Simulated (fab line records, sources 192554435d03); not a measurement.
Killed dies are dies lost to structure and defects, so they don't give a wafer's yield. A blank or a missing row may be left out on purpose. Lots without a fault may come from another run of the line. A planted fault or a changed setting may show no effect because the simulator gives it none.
Chamber matching | flow n5_finfet | N5_BEOL_M14_DESCUM_33 on rie_diel-01: 4 sister chambers
The step chemistry O2, time 7.9 s. 18 wafers are shown with their chamber, then 9 later ones without.

WAFERS WITH THEIR CHAMBER
wafer  | chamber | drypump_motor_current_A (A) | throttle_valve_pct (%) | showerhead_plenum_p_Torr (Torr)
L075.1 | 1       | 5.8                         | 19.89                  | 2.22
L075.3 | 3       | 6.6                         | 20.18                  | 2.14
L075.4 | 2       | 5.2                         | 20.12                  | 2.18
L079.1 | 1       | 5.7                         | 19.89                  | 2.22
L079.3 | 2       | 5.2                         | 20.14                  | 2.18
L079.4 | 3       | 6.6                         | 20.19                  | 2.14
L078.2 | 1       | 5.8                         | 19.89                  | 2.22
L078.4 | 3       | 6.6                         | 20.21                  | 2.14
L078.5 | 1       | 5.7                         | 19.91                  | 2.22
L077.1 | 3       | 6.6                         | 20.17                  | 2.14
L077.3 | 0       | 6.3                         | 20.32                  | 2.18
L077.6 | 2       | 5.3                         | 20.13                  | 2.18
L084.2 | 1       | 5.8                         | 19.91                  | 2.22
L084.3 | 2       | 5.2                         | 20.15                  | 2.17
L084.5 | 0       | 6.3                         | 20.32                  | 2.17
L086.1 | 1       | 5.8                         | 19.93                  | 2.21
L086.3 | 0       | 6.3                         | 20.34                  | 2.17
L086.4 | 3       | 6.5                         | 20.22                  | 2.13

SIGNATURES (means of the wafers above)
reading                  | chamber 0 | chamber 1 | chamber 2 | chamber 3 | scatter within a chamber
drypump_motor_current_A  | 6.300     | 5.767     | 5.225     | 6.580     | 0.0454
throttle_valve_pct       | 20.3267   | 19.9033   | 20.1350   | 20.1940   | 0.0165
showerhead_plenum_p_Torr | 2.1733    | 2.2183    | 2.1775    | 2.1380    | 0.00467
Rule: a wafer's distance from a chamber is the root of the sum, over the readings, of the square of ((its reading less the chamber's mean) divided by the reading's scatter). The wafer belongs to the nearest chamber; if the next one is less than 2 further off, it can't be placed. The scatter: the root of (the sum of the squares of (reading less its chamber's mean) over the shown wafers, divided by (wafers less chambers)).

WAFERS WITHOUT THEIR CHAMBER
wafer  | drypump_motor_current_A (A) | throttle_valve_pct (%) | showerhead_plenum_p_Torr (Torr)
L091.3 | 5.2                         | 20.17                  | 2.17
L091.4 | 6.6                         | 20.21                  | 2.13
L091.6 | 6.3                         | 20.33                  | 2.17
L095.2 | 5.2                         | 20.19                  | 2.16
L095.4 | 6.6                         | 20.24                  | 2.12
L095.6 | 5.7                         | 19.98                  | 2.21
L096.1 | 5.2                         | 20.20                  | 2.16
L096.5 | 6.3                         | 20.37                  | 2.16
L096.6 | 6.6                         | 20.25                  | 2.12

WHICH CHAMBER EACH WENT THROUGH
wafer  | from the rows above | in truth
L091.3 | 2                   | 2
L091.4 | 3                   | 3
L091.6 | 0                   | 0
L095.2 | 2                   | 2
L095.4 | 3                   | 3
L095.6 | 1                   | 1
L096.1 | 2                   | 2
L096.5 | 0                   | 0
L096.6 | 3                   | 3
Placed correctly: 9 of 9. Can't be placed from these rows: 0. Placed wrongly: 0.
